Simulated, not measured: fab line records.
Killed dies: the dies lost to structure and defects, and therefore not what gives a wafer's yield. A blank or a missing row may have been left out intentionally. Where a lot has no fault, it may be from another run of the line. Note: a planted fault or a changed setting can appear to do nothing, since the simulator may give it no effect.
fab line records | flow nandHarc
[record] lots = 24 wafers = 72 lastDay = 33
route steps=1302 shown A_ONON_D2@550 A_CHANNEL_HOLE_D2@598 A_STAIRCASE@653
lots that met no fault: from a run of the same line without faults
startH: the number of hours between the record's first day and the start of the first shown wafer of the lot | waitH: hours elapsed since this lot's preceding step | " as in the row above | L1.1+2: a single row standing in for several wafers | - no value present, or no start provided | * or withheld: withheld | < > ~ a bound
route shown NAME@n: a module of which the file shows steps, and the number in the route of the first | usual: average and standard deviation across the fault-free wafers | same: alike in all rows | chamber/n: place in a boat | sites: each site's reading | _std_site: how widely they spread, as a standard deviation | _edge_site: the outer-site mean with the inner-site mean subtracted | radiusMm: how far each site lies from the wafer's centre | mask NAME#n: copy n | behind: the most recent tool/chamber to have shaped the wafer | hold: why the lot went on hold/how many hours it stayed there/how the hold came to an end | device: the transistor (n, p or np) that didn't switch | end of line: the route-end tests of the same wafers | a step without rows: its recipe alone | killed: at the first sort, the dies lost to defects and structure; wafer yield is something else | map: the dies of a wafer, with x for killed, . for not killed, _ for no die there
set.NAME: the setting that was run; set.NAME@STEP: the one run at that earlier step | model.NAME: the simulator's own value behind a step, which no gauge read
steps of the route over a sample of lots; a table a step, a row a wafer
services: a tool's chamber out of use, with start hour (startH, from the record's first day; less than 0 if before it), hours out, and reason
[[steps]]
[step NHARC_A_ONON_D2_THK_MEAS_08]
[recipe] thkMeasGauge = ellipsometry
[usual] thkNm = 1000/9.9
// columns lot.wafer tool chamber startH waitH thkNm
L074.2 filmMetro-02 - 271.62 - 990
L074.3 " - " " 990
L074.6 " - " " 991
L075.4 filmMetro-02 - 288.83 - 992
L075.5 " - " " 994
L075.6 " - " " 990
L076.2 filmMetro-02 - 301.68 - 1002
L076.3 " - " " 1005
L076.6 " - " " 1002
L077.2 filmMetro-01 - 307.63 - 1005
L077.4 " - " " 1006
L077.5 " - " " 1005
L079.1 filmMetro-02 - 321.71 - 1002
L079.4 " - " " 999
L079.5 " - " " 1000
L078.1 filmMetro-02 - 322.25 - 1008
L078.3 " - " " 1007
L078.6 " - " " 1008
L080.1 filmMetro-01 - 341.51 - 969
L080.2 " - " " 970
L080.4 " - " " 970
L081.2 filmMetro-02 - 352.21 - 1001
L081.3 " - " " 1000
L081.4 " - " " 999
L082.1 filmMetro-01 - 362.60 - 996
L082.3 " - " " 997
L082.5 " - " " 994
L083.3 filmMetro-01 - 368.43 - 1015
L083.5 " - " " 1013
L083.6 " - " " 1016
L085.2 filmMetro-02 - 389.87 - 989
L085.4 " - " " 989
L085.5 " - " " 988
L084.2 filmMetro-02 - 390.08 - 1002
L084.3 " - " " 1004
L084.6 " - " " 1005
L086.3 filmMetro-01 - 393.89 - 993
L086.5 " - " " 992
L086.6 " - " " 993
L087.1 filmMetro-02 - 419.82 - 1001
L087.5 " - " " 1001
L087.6 " - " " 1001
L088.2 filmMetro-01 - 419.85 - 1004
L088.3 " - " " 1003
L088.6 " - " " 1004
L089.1 filmMetro-02 - 426.65 - 1005
L089.5 " - " " 1004
L089.6 " - " " 1003
L090.1 filmMetro-01 - 426.67 - 1015
L090.2 " - " " 1015
L090.5 " - " " 1016
L091.2 filmMetro-02 - 439.26 - 1003
L091.4 " - " " 1002
L091.5 " - " " 1003
L092.1 filmMetro-01 - 460.02 - 1013
L092.3 " - " " 1011
L092.5 " - " " 1014
L093.1 filmMetro-02 - 468.45 - 1009
L093.2 " - " " 1010
L093.4 " - " " 1011
L094.1 filmMetro-02 - 468.51 - 1002
L094.2 " - " " 1001
L094.3 " - " " 1001
L095.1 filmMetro-01 - 489.24 - 999
L095.3 " - " " 998
L095.4 " - " " 998
L096.2 filmMetro-02 - 504.16 - 1009
L096.4 " - " " 1010
L096.6 " - " " 1009
L097.1 filmMetro-01 - 504.27 - 988
L097.3 " - " " 989
L097.4 " - " " 986
[step NHARC_A_CHANNEL_HOLE_D2_ETCH_26]
[recipe] biasV = 300 sourceW = 2000 pressureMtorr = 30 timeS = 224.1 arFlowSccm = 375 c4f8FlowSccm = 11.4 o2FlowSccm = 113.6 tempC = -20 targetDepthA = 3000 chemistry = C4F8/O2/Ar
[usual] drypumpMotorCurrentA = 5.6/0.57 showerheadPlenumPTorr = 3.65/0.16 tempC = -19.98/0.11 throttleValvePct = 24.583/0.01
// columns lot.wafer tool chamber startH waitH drypumpMotorCurrentA rfHoursCounterH showerheadPlenumPTorr tempC throttleValvePct
L074.2 harEtch-02 0 295.04 1.2 6.0 - 3.65 -19.98 24.581
L074.3 " 0 " " 6.0 - 3.65 -19.93 24.585
L074.6 " 0 " " 6.0 - 3.65 -20.10 24.585
L075.4 harEtch-02 0 309.56 0.4 6.0 - 3.65 -20.04 24.596
L075.5 " 1 " " 6.4 - 3.78 -19.97 24.563
L075.6 " 0 " " 6.0 - 3.65 -20.06 24.569
L076.2 harEtch-02 0 325.83 0.7 6.0 377 3.65 -19.84 24.590
L076.3 " 1 " " 6.4 - 3.78 -20.06 24.600
L076.6 " 1 " " 6.4 - 3.78 -19.89 24.588
L077.2 harEtch-01 0 332.71 0.7 5.2 173 3.52 -19.97 24.572
L077.4 " 1 " " 5.0 - 3.58 -20.13 24.577
L077.5 " 0 " " 5.2 - 3.52 -19.94 24.590
L079.1 harEtch-01 0 340.75 0.7 5.2 180 3.52 -19.97 24.570
L079.4 " 0 " " 5.2 - 3.52 -20.04 24.581
L079.5 " 0 " " 5.2 - 3.52 -19.94 24.580
L078.1 harEtch-02 1 343.14 0.7 6.4 377 3.77 -20.04 24.602
L078.3 " 0 " " 6.0 - 3.64 -20.08 24.565
L078.6 " 0 " " 6.0 - 3.64 -20.01 24.582
L080.2 harEtch-02 1 360.88 0.7 6.4 385 3.76 -19.73 24.583
L080.1 " 0 " " 6.0 400 3.63 -19.94 24.578
L080.4 " 0 " " 6.0 - 3.63 -20.11 24.574
L081.2 harEtch-01 1 372.30 0.7 5.0 199 3.57 -20.19 24.575
L081.4 " 1 " " 5.0 - 3.57 -19.97 24.601
L081.3 " 0 " " 5.2 - 3.51 -20.20 24.570
L082.1 harEtch-01 1 384.50 0.7 5.0 207 3.57 -19.85 24.572
L082.3 " 0 " " 5.2 - 3.50 -20.10 24.585
L082.5 " 1 " " 5.0 - 3.57 -20.06 24.596
L083.3 harEtch-01 1 396.32 0.4 5.0 - 3.56 -20.08 24.577
L083.6 " 0 " " 5.2 - 3.50 -20.22 24.583
L083.5 " 1 " " 5.0 - 3.56 -19.90 24.575
L085.2 harEtch-01 0 410.46 0.6 5.2 226 3.49 -20.12 24.588
L085.4 " 0 " " 5.2 - 3.49 -19.85 24.594
L085.5 " 1 " " 5.0 - 3.55 -19.90 24.587
L084.2 harEtch-02 0 411.24 0.7 6.0 7 3.99 -19.80 24.574
L084.3 " 1 " " 6.4 - 3.75 -19.94 24.593
L084.6 " 1 " " 6.4 - 3.75 -19.86 24.592
L086.3 harEtch-01 0 422.69 0.4 5.2 - 3.49 -20.07 24.572
L086.5 " 1 " " 5.0 - 3.55 -19.78 24.576
L086.6 " 0 " " 5.2 - 3.49 -19.78 24.593
L088.2 harEtch-02 1 439.82 0.7 6.4 23 3.74 -20.08 24.575
L088.3 " 0 " " 6.0 - 3.98 -19.96 24.583
L088.6 " 0 " " 6.0 - 3.98 -19.83 24.568
L087.1 harEtch-01 0 441.74 0.6 5.2 245 3.48 -20.06 24.603
L087.5 " 1 " " 5.0 - 3.54 -19.96 24.586
L087.6 " 0 " " 5.2 - 3.48 -19.92 24.585
L089.1 harEtch-01 1 446.19 0.7 5.0 249 3.54 -19.90 24.574
L089.6 " 1 " " 5.0 - 3.54 -20.04 24.580
L089.5 " 0 " " 5.2 - 3.48 -19.79 24.574
L090.2 harEtch-02 0 448.13 0.7 6.0 30 3.97 -19.90 24.580
L090.1 " 1 " " 6.4 30 3.74 -19.98 24.589
L090.5 " 1 " " 6.4 - 3.74 -19.88 24.584
L091.2 harEtch-02 1 460.51 0.7 6.4 38 3.74 -20.06 24.579
L091.4 " 1 " " 6.4 - 3.74 -20.02 24.566
L091.5 " 1 " " 6.4 - 3.74 -20.06 24.594
L092.1 harEtch-02 0 480.86 0.7 6.0 46 3.96 -20.09 24.580
L092.3 " 1 " " 6.4 - 3.73 -20.00 24.585
L092.5 " 1 " " 6.4 - 3.73 -19.89 24.577
L094.2 harEtch-02 0 491.36 0.7 5.9 53 3.96 -20.02 24.577
L094.1 " 1 " " 6.4 53 3.73 -19.86 24.574
L094.3 " 0 " " 5.9 - 3.96 -19.83 24.585
L093.1 harEtch-01 1 494.46 0.7 5.0 279 3.53 -19.92 24.599
L093.2 " 0 " " 5.2 279 3.47 -20.16 24.568
L093.4 " 0 " " 5.2 - 3.46 -20.08 24.583
L095.1 harEtch-01 1 509.71 0.7 5.0 287 3.52 -20.09 24.592
L095.3 " 1 " " 5.0 - 3.52 -19.91 24.592
L095.4 " 0 " " 5.2 - 3.46 -19.94 24.584
L097.1 harEtch-02 0 525.31 0.7 6.0 69 3.95 -19.92 24.573
L097.3 " 0 " " 6.0 - 3.95 -20.03 24.587
L097.4 " 1 " " 6.5 - 3.72 -19.88 24.574
L096.2 harEtch-01 0 525.48 0.7 5.2 294 3.46 -19.89 24.577
L096.4 " 1 " " 5.0 - 3.52 -20.01 24.577
L096.6 " 0 " " 5.2 - 3.46 -19.94 24.566
[step NHARC_A_STAIRCASE_STRIP_171]
[recipe] powerW = 1500 tempC = 250 chemistry = O2
[usual] drypumpMotorCurrentA = 5.3/0.32 heaterPowerW = 333/22 rfReflPowerW = 18/5.2 tempC = 250.00/0.16
// columns lot.wafer tool chamber startH waitH drypumpMotorCurrentA heaterPowerW rfHoursCounterH rfReflPowerW tempC
L074.2 plasmaAsher-01 1 346.49 - 4.7 315 31 18 249.92
L074.3 " 0 " " 5.6 307 - 10 249.98
L074.6 " 0 " " 5.7 306 - 11 249.87
L075.4 plasmaAsher-02 0 362.96 - 5.3 335 - 15 250.03
L075.5 " 0 " " 5.4 337 - 15 249.82
L075.6 " 1 " " 5.5 377 - 25 250.00
L077.2 plasmaAsher-01 0 382.60 - 5.7 317 2 10 249.95
L077.4 " 1 " " 4.6 320 - 18 250.31
L077.5 " 0 " " 5.7 304 - 11 250.13
L076.2 plasmaAsher-02 1 382.82 - 5.4 362 31 25 250.19
L076.3 " 1 " " 5.4 377 - 25 250.34
L076.6 " 1 " " 5.4 366 - 25 250.15
L079.1 plasmaAsher-02 1 392.42 - 5.4 368 33 - 249.75
L079.4 " 0 " " 5.4 332 - - 250.14
L079.5 " 0 " " 5.4 318 - - 250.01
L078.1 plasmaAsher-01 0 392.62 - 5.7 311 5 - 250.12
L078.3 " 0 " " 5.7 322 - - 249.80
L078.6 " 1 " " 4.6 319 - - 249.91
L080.2 plasmaAsher-02 0 418.88 - 5.4 326 39 16 249.94
L080.1 " 1 " " 5.4 372 39 24 250.06
L080.4 " 1 " " 5.4 360 - 24 250.00
L081.2 plasmaAsher-02 1 425.41 - 5.4 368 40 - 250.06
L081.3 " 1 " " 5.4 368 - - 250.38
L081.4 " 0 " " 5.4 327 - - 249.97
L082.1 plasmaAsher-02 1 440.52 - 5.4 354 2 25 249.78
L082.3 " 1 " " 5.4 353 - 25 249.84
L082.5 " 1 " " 5.4 353 - 25 249.86
L083.3 plasmaAsher-01 1 449.81 - 4.6 315 - 18 249.99
L083.6 " 1 " " 4.6 319 - 18 249.95
L083.5 " 0 " " 5.7 321 - 11 249.94
L084.2 plasmaAsher-01 0 463.71 - 5.7 316 21 11 250.07
L084.3 " 1 " " 4.6 321 - 19 249.79
L084.6 " 1 " " 4.6 319 - 18 249.84
L085.2 plasmaAsher-01 1 464.04 - 4.7 314 21 18 250.21
L085.4 " 1 " " 4.6 306 - 19 250.16
L085.5 " 0 " " 5.7 312 - 12 249.66
L086.3 plasmaAsher-01 1 474.05 - 4.6 313 - 19 250.13
L086.6 " 1 " " 4.6 308 - 18 250.16
L086.5 " 0 " " 5.7 318 - 11 249.92
L087.1 plasmaAsher-02 0 493.19 - 5.4 317 8 16 249.77
L087.6 " 1 " " 5.4 359 - 25 250.31
L087.5 " 0 " " 5.4 318 - 15 249.95
L088.2 plasmaAsher-02 1 496.88 - 5.4 348 8 25 250.32
L088.3 " 1 " " 5.4 365 - 25 250.32
L088.6 " 0 " " 5.4 318 - 16 249.99
L090.2 plasmaAsher-02 1 497.11 - 5.4 356 9 25 250.03
L090.1 " 0 " " 5.4 318 9 15 249.85
L090.5 " 1 " " 5.4 361 - 25 249.89
L089.1 plasmaAsher-02 1 502.10 - 5.4 354 10 24 250.00
L089.6 " 0 " " 5.4 320 - 15 250.14
L089.5 " 1 " " 5.4 373 - 24 249.85
L091.2 plasmaAsher-02 0 512.71 - 5.4 327 12 15 249.72
L091.4 " 0 " " 5.4 313 - 15 249.88
L091.5 " 0 " " 5.4 325 - 14 249.88
L092.1 plasmaAsher-02 0 533.98 - 5.4 313 18 - 249.99
L092.3 " 0 " " 5.4 312 - - 249.97
L092.5 " 0 " " 5.4 310 - - 249.89
L094.1 plasmaAsher-02 1 542.63 - 5.4 360 20 - 249.95
L094.2 " 0 " " 5.4 312 20 - 249.89
L094.3 " 0 " " 5.4 322 - - 249.94
L093.2 plasmaAsher-01 1 542.79 - 4.6 315 1 18 250.05
L093.1 " 0 " " 5.7 314 1 10 250.10
L093.4 " 1 " " 4.6 316 - 18 250.40
L095.1 plasmaAsher-02 1 564.83 - 5.4 358 24 24 250.11
L095.3 " 1 " " 5.4 358 - 25 250.24
L095.4 " 0 " " 5.4 325 - 14 249.75
L097.1 plasmaAsher-02 0 577.34 - 5.4 325 26 - 250.06
L097.3 " 0 " " 5.4 315 - - 250.03
L097.4 " 1 " " 5.4 366 - - 250.00
L096.2 plasmaAsher-02 0 577.67 - 5.4 315 27 14 250.13
L096.4 " 1 " " 5.4 365 - 25 250.11
L096.6 " 1 " " 5.4 367 - 24 249.83
[step NHARC_A_STAIRCASE_TRIM_24]
[recipe] timeS = 211.2 o2FlowSccm = 500 arFlowSccm = 0 biasW = 0 chemistry = O2
[usual] drypumpMotorCurrentA = 5.8/0.47 oesProductAu = 0.999/0.0076 rfVppV = 57.7/1 showerheadPlenumPTorr = 3.51/0.17 throttleValvePct = 17.038/0.0088
// columns lot.wafer tool chamber startH waitH drypumpMotorCurrentA oesProductAu rfHoursCounterH rfVppV showerheadPlenumPTorr throttleValvePct
L074.2 rieDiel-08 3 - - 5.9 1.004 45 58.8 3.35 17.047
L074.3 " 1 " " 5.7 1.002 54 56.8 3.31 17.038
L074.6 " 0 " " 4.9 1.002 - 59.2 3.78 17.038
L075.4 rieDiel-08 2 - - 6.3 0.998 66 58.3 3.53 17.049
L075.5 " 3 " " 5.9 1.000 - 57.6 3.35 17.035
L075.6 " 0 " " 4.9 0.990 - 57.9 3.78 17.026
L077.4 rieDiel-11 1 - - 5.4 0.998 44 57.6 3.63 17.040
L077.2 " 2 " " 6.4 1.000 44 56.2 3.28 17.038
L077.5 " 2 " " 6.4 0.990 - 55.4 3.28 17.037
L076.3 rieDiel-12 0 - - 5.7 0.997 35 58.8 3.66 17.035
L076.2 " 1 " " 5.4 0.995 38 58.6 3.79 17.033
L076.6 " 3 " " 6.3 0.995 - 57.5 3.46 17.033
L079.1 rieDiel-11 1 - - 5.4 1.011 48 57.0 3.63 17.034
L079.5 " 1 " " 5.4 1.011 - 59.9 3.63 17.034
L079.4 " 3 " " 5.4 1.016 - 56.8 3.34 17.028
L078.3 rieDiel-08 0 - - 4.9 0.999 7 58.8 3.77 17.045
L078.1 " 2 " " 6.3 0.997 4 57.7 3.53 17.040
L078.6 " 0 " " 4.9 1.001 - 58.8 3.77 17.043
L080.2 rieDiel-12 1 - - 5.4 1.000 51 59.0 3.78 17.018
L080.1 " 2 " " 6.3 0.997 49 58.3 3.36 17.041
L080.4 " 3 " " 6.3 0.981 44 56.4 3.46 17.030
L081.2 rieDiel-11 0 - - 5.6 1.003 50 57.2 3.47 17.032
L081.4 " 1 " " 5.4 1.006 56 58.8 3.62 17.022
L081.3 " 2 " " 6.4 0.995 56 58.7 3.27 17.040
L082.1 rieDiel-12 1 - - 5.4 1.003 58 59.6 3.77 17.043
L082.3 " 3 " " 6.3 0.991 55 57.2 3.45 17.040
L082.5 " 1 " " 5.4 0.991 - 58.5 3.77 17.033
L083.3 rieDiel-11 1 - - 5.4 1.013 3 58.8 3.62 17.062
L083.5 " 1 " " 5.4 1.009 - 56.4 3.62 17.026
L083.6 " 2 " " 6.4 1.000 - 58.0 3.81 17.067
L084.3 rieDiel-11 1 - - 5.4 1.012 7 57.8 3.62 17.044
L084.2 " 2 " " 6.4 0.985 9 59.0 3.80 17.030
L084.6 " 3 " " 5.4 1.007 - 55.7 3.33 17.039
L085.4 rieDiel-12 2 - - 6.3 1.003 3 56.7 3.35 17.035
L085.2 " 3 " " 6.3 1.001 5 57.8 3.45 17.023
L085.5 " 3 " " 6.3 1.003 - 56.3 3.45 17.049
L086.3 rieDiel-08 2 - - 6.3 1.008 32 58.0 3.51 17.032
L086.6 " 2 " " 6.3 0.999 - 57.0 3.51 17.040
L086.5 " 3 " " 5.9 1.005 - 56.2 3.33 17.042
L087.1 rieDiel-08 3 - - 5.9 1.005 34 57.0 3.33 17.048
L087.6 " 2 " " 6.3 1.000 - 58.5 3.51 17.038
L087.5 " 3 " " 5.9 1.011 - 58.8 3.33 17.046
L088.2 rieDiel-08 0 - - 4.9 1.004 38 57.1 3.76 17.029
L088.3 " 2 " " 6.3 1.000 37 58.6 3.51 17.027
L088.6 " 3 " " 5.9 1.008 - 57.0 3.33 17.032
L090.2 rieDiel-12 2 - - 6.3 0.996 11 58.4 3.35 17.044
L090.1 " 3 " " 6.3 1.001 13 56.7 3.44 17.037
L090.5 " 2 " " 6.3 1.006 - 57.5 3.35 17.028
L089.1 rieDiel-12 3 - - 6.2 1.000 17 57.6 3.44 17.036
L089.5 " 2 " " 6.3 0.997 - 57.8 3.34 17.038
L089.6 " 3 " " 6.3 0.985 - 57.5 3.44 17.047
L091.2 rieDiel-11 1 - - 5.4 1.013 25 58.8 3.61 17.040
L091.4 " 2 " " 6.4 1.004 25 59.1 3.79 17.023
L091.5 " 0 " " 5.5 0.993 - 56.8 3.46 17.033
L092.3 rieDiel-11 1 - - 5.4 1.004 33 57.6 3.60 17.047
L092.1 " 2 " " 6.4 0.997 33 58.4 3.79 17.037
L092.5 " 1 " " 5.5 1.017 - 57.1 3.60 17.037
L094.3 rieDiel-12 2 - - 6.3 0.993 27 56.2 3.34 17.032
L094.1 " 3 " " 6.3 0.992 30 57.3 3.43 17.038
L094.2 " 0 " " 5.7 0.999 34 59.1 3.63 17.049
L093.4 rieDiel-08 3 - - 5.9 0.998 54 57.3 3.32 17.032
L093.1 " 0 " " 4.9 1.010 62 57.5 3.74 17.040
L093.2 " 2 " " 6.3 0.995 61 59.0 3.50 17.038
L095.4 rieDiel-11 3 - - 5.4 0.988 44 56.6 3.31 17.027
L095.3 " 0 " " 5.5 0.989 41 57.3 3.45 17.041
L095.1 " 1 " " 5.4 1.009 41 59.2 3.60 17.036
L096.4 rieDiel-11 2 - - 6.4 1.004 48 58.3 3.78 17.051
L096.2 " 3 " " 5.4 0.995 48 56.6 3.31 17.022
L096.6 " 1 " " 5.5 1.006 - 57.7 3.59 17.041
L097.3 rieDiel-12 0 - - 5.7 1.005 41 58.0 3.62 17.036
L097.4 " 1 " " 5.4 0.994 36 59.4 3.75 17.045
L097.1 " 2 " " 6.3 0.993 38 55.5 3.33 17.036
[step NHARC_A_STAIRCASE_ETCH_192]
[recipe] targetDepthA = 1000 timeS = 40.5 ionEnergyEv = 400 c4f8FlowSccm = 20 o2FlowSccm = 10 arFlowSccm = withheld rfW = 600 biasW = 1000 chemistry = C4F8/O2
[usual] oesProductAu = 0.938/0.0095 rfVppV = 896/6.2
// columns lot.wafer tool chamber startH waitH oesProductAu rfHoursCounterH rfVppV
L074.3 rieDiel-12 3 - - 0.936 23 894
L074.2 " 1 " " 0.934 26 905
L074.6 " 2 " " 0.932 - 890
L075.4 rieDiel-12 0 - - 0.939 29 900
L075.6 " 1 " " 0.934 - 905
L075.5 " 2 " " 0.938 - 890
L077.4 rieDiel-11 0 - - 0.938 38 893
L077.2 " 1 " " 0.949 45 899
L077.5 " 1 " " 0.950 - 901
L076.2 rieDiel-12 3 - - 0.944 34 892
L076.3 " 0 " " 0.957 36 900
L076.6 " 2 " " 0.936 - 889
L079.1 rieDiel-12 3 - - 0.940 36 893
L079.4 " 0 " " 0.954 38 901
L079.5 " 2 " " 0.944 - 891
L078.3 rieDiel-08 2 - - 0.947 5 896
L078.1 " 3 " " 0.942 6 889
L078.6 " 0 " " 0.947 - 905
L080.1 rieDiel-12 0 - - 0.929 47 902
L080.2 " 1 " " 0.947 52 905
L080.4 " 3 " " 0.933 45 894
L081.2 rieDiel-12 0 - - 0.943 52 900
L081.3 " 2 " " 0.927 54 891
L081.4 " 3 " " 0.926 51 893
L082.3 rieDiel-12 1 - - 0.945 58 904
L082.1 " 2 " " 0.936 57 890
L082.5 " 1 " " 0.933 - 905
L083.3 rieDiel-11 2 - - 0.948 4 905
L083.6 " 2 " " 0.942 - 907
L083.5 " 3 " " 0.945 - 888
L084.3 rieDiel-08 0 - - 0.934 31 906
L084.2 " 1 " " 0.931 31 887
L084.6 " 3 " " 0.930 - 887
L085.4 rieDiel-08 1 - - 0.930 31 886
L085.2 " 2 " " 0.925 29 896
L085.5 " 1 " " 0.931 - 887
L086.3 rieDiel-12 0 - - 0.948 10 900
L086.6 " 2 " " 0.947 - 888
L086.5 " 3 " " 0.946 - 892
L087.1 rieDiel-11 0 - - 0.931 17 893
L087.5 " 3 " " 0.951 - 888
L087.6 " 0 " " 0.926 - 893
L088.3 rieDiel-12 3 - - 0.918 14 894
L088.2 " 0 " " 0.952 16 899
L088.6 " 0 " " 0.939 - 900
L090.2 rieDiel-12 3 - - 0.920 15 892
L090.1 " 0 " " 0.923 16 900
L090.5 " 3 " " 0.919 - 893
L089.1 rieDiel-12 0 - - 0.935 20 900
L089.5 " 3 " " 0.939 - 893
L089.6 " 0 " " 0.936 - 900
L091.4 rieDiel-12 2 - - 0.947 18 890
L091.2 " 3 " " 0.952 20 892
L091.5 " 3 " " 0.948 - 894
L092.1 rieDiel-12 3 - - 0.923 28 892
L092.3 " 1 " " 0.915 24 904
L092.5 " 0 " " 0.925 - 899
L094.2 rieDiel-12 3 - - 0.929 31 894
L094.1 " 0 " " 0.939 35 900
L094.3 " 1 " " 0.931 27 904
L093.1 rieDiel-11 0 - - 0.939 36 894
L093.4 " 1 " " 0.946 37 899
L093.2 " 2 " " 0.948 37 906
L095.3 rieDiel-12 3 - - 0.945 36 891
L095.1 " 0 " " 0.950 39 900
L095.4 " 1 " " 0.940 33 905
L096.2 rieDiel-12 2 - - 0.929 45 889
L096.4 " 0 " " 0.944 45 900
L096.6 " 2 " " 0.922 - 889
L097.4 rieDiel-12 3 - - 0.945 43 891
L097.1 " 0 " " 0.939 45 900
L097.3 " 1 " " 0.913 42 905
[step NHARC_A_STAIRCASE_ETCH_225]
[recipe] targetDepthA = 1000 timeS = 40.5 ionEnergyEv = 400 c4f8FlowSccm = 20 o2FlowSccm = 10 arFlowSccm = withheld rfW = 600 biasW = 1000 chemistry = C4F8/O2
[usual] oesProductAu = 0.944/0.0087 rfVppV = 896/6.4
// columns lot.wafer tool chamber startH waitH oesProductAu rfHoursCounterH rfVppV
L074.3 rieDiel-11 1 - - 0.939 37 899
L074.2 " 2 " " 0.949 36 888
L074.6 " 0 " " 0.927 - 895
L075.4 rieDiel-12 3 - - 0.940 30 894
L075.5 " 3 " " 0.941 - 894
L075.6 " 0 " " 0.941 - 902
L076.2 rieDiel-12 3 - - 0.927 35 895
L076.3 " 2 " " 0.943 38 890
L076.6 " 3 " " 0.937 - 894
L077.2 rieDiel-12 0 - - 0.949 38 901
L077.4 " 1 " " 0.947 40 905
L077.5 " 3 " " 0.949 - 893
L079.4 rieDiel-08 0 - - 0.956 9 905
L079.1 " 2 " " 0.941 7 895
L079.5 " 3 " " 0.956 - 888
L078.1 rieDiel-12 3 - - 0.945 38 894
L078.3 " 0 " " 0.943 40 899
L078.6 " 0 " " 0.944 - 901
L080.2 rieDiel-08 0 - - 0.934 20 905
L080.1 " 1 " " 0.939 18 887
L080.4 " 3 " " 0.939 20 889
L081.2 rieDiel-08 0 - - 0.932 22 904
L081.4 " 1 " " 0.931 19 888
L081.3 " 2 " " 0.938 18 896
L082.3 rieDiel-11 0 - - 0.951 1 895
L082.1 " 3 " " 0.939 1 890
L082.5 " 0 " " 0.940 - 895
L083.3 rieDiel-11 1 - - 0.948 4 900
L083.6 " 1 " " 0.943 - 899
L083.5 " 2 " " 0.938 - 907
L084.3 rieDiel-08 3 - - 0.939 31 889
L084.2 " 1 " " 0.956 33 886
L084.6 " 3 " " 0.936 - 890
L085.4 rieDiel-12 1 - - 0.933 7 906
L085.2 " 2 " " 0.934 6 889
L085.5 " 3 " " 0.946 - 894
L086.3 rieDiel-12 1 - - 0.930 9 906
L086.6 " 3 " " 0.939 - 893
L086.5 " 0 " " 0.943 - 901
L087.1 rieDiel-08 3 - - 0.940 37 889
L087.6 " 2 " " 0.938 - 896
L087.5 " 3 " " 0.944 - 888
L088.2 rieDiel-08 0 - - 0.954 44 906
L088.3 " 3 " " 0.946 41 889
L088.6 " 0 " " 0.946 - 905
L090.2 rieDiel-11 2 - - 0.952 24 906
L090.1 " 3 " " 0.965 23 890
L090.5 " 3 " " 0.950 - 889
L089.1 rieDiel-08 0 - - 0.957 47 903
L089.6 " 3 " " 0.958 - 888
L089.5 " 2 " " 0.940 - 898
L091.4 rieDiel-11 1 - - 0.956 26 899
L091.2 " 2 " " 0.933 27 904
L091.5 " 1 " " 0.947 - 899
L092.3 rieDiel-11 2 - - 0.955 36 905
L092.1 " 0 " " 0.939 34 891
L092.5 " 2 " " 0.955 - 905
L094.2 rieDiel-11 0 - - 0.954 39 894
L094.1 " 2 " " 0.934 40 904
L094.3 " 3 " " 0.956 42 887
L093.1 rieDiel-11 1 - - 0.945 39 898
L093.4 " 2 " " 0.943 40 905
L093.2 " 3 " " 0.949 42 888
L095.3 rieDiel-08 1 - - 0.946 3 906
L095.1 " 2 " " 0.944 4 895
L095.4 " 3 " " 0.945 4 887
L096.2 rieDiel-12 3 - - 0.928 44 892
L096.4 " 1 " " 0.936 43 904
L096.6 " 0 " " 0.938 - 899
L097.4 rieDiel-08 3 - - 0.940 10 890
L097.1 " 1 " " 0.936 11 906
L097.3 " 2 " " 0.921 10 895
[[services]]
// columns tool chamber startH hours kind
rieDiel-12 - 272.15 9.0 pm
rieDiel-12 0 272.15 9.0 ventCycle
rieDiel-12 1 272.15 9.0 ventCycle
rieDiel-12 2 272.15 9.0 ventCycle
rieDiel-08 0 329.57 12.2 repair
rieDiel-08 3 331.33 9.0 repair
rieDiel-08 1 334.13 9.5 repair
plasmaAsher-01 - 355.47 9.0 pm
rieDiel-08 - 370.64 9.0 pm
harEtch-02 - 380.74 17.0 pm
rieDiel-08 1 406.95 5.1 repair
plasmaAsher-01 - 423.24 13.8 repair
plasmaAsher-02 - 426.40 9.0 pm
rieDiel-11 - 434.40 9.0 pm
plasmaAsher-02 - 446.19 20.3 repair
rieDiel-12 - 449.15 9.0 pm
rieDiel-11 - 463.21 0.6 repair
rieDiel-12 - 471.86 0.6 repair
rieDiel-11 2 480.29 8.2 repair
rieDiel-12 1 495.04 11.0 repair
rieDiel-08 1 498.58 30.5 repair
plasmaAsher-01 - 510.41 3.6 repair
plasmaAsher-01 - 532.47 9.0 pm
plasmaAsher-02 - 565.94 0.6 repair
[[key]]
fault none
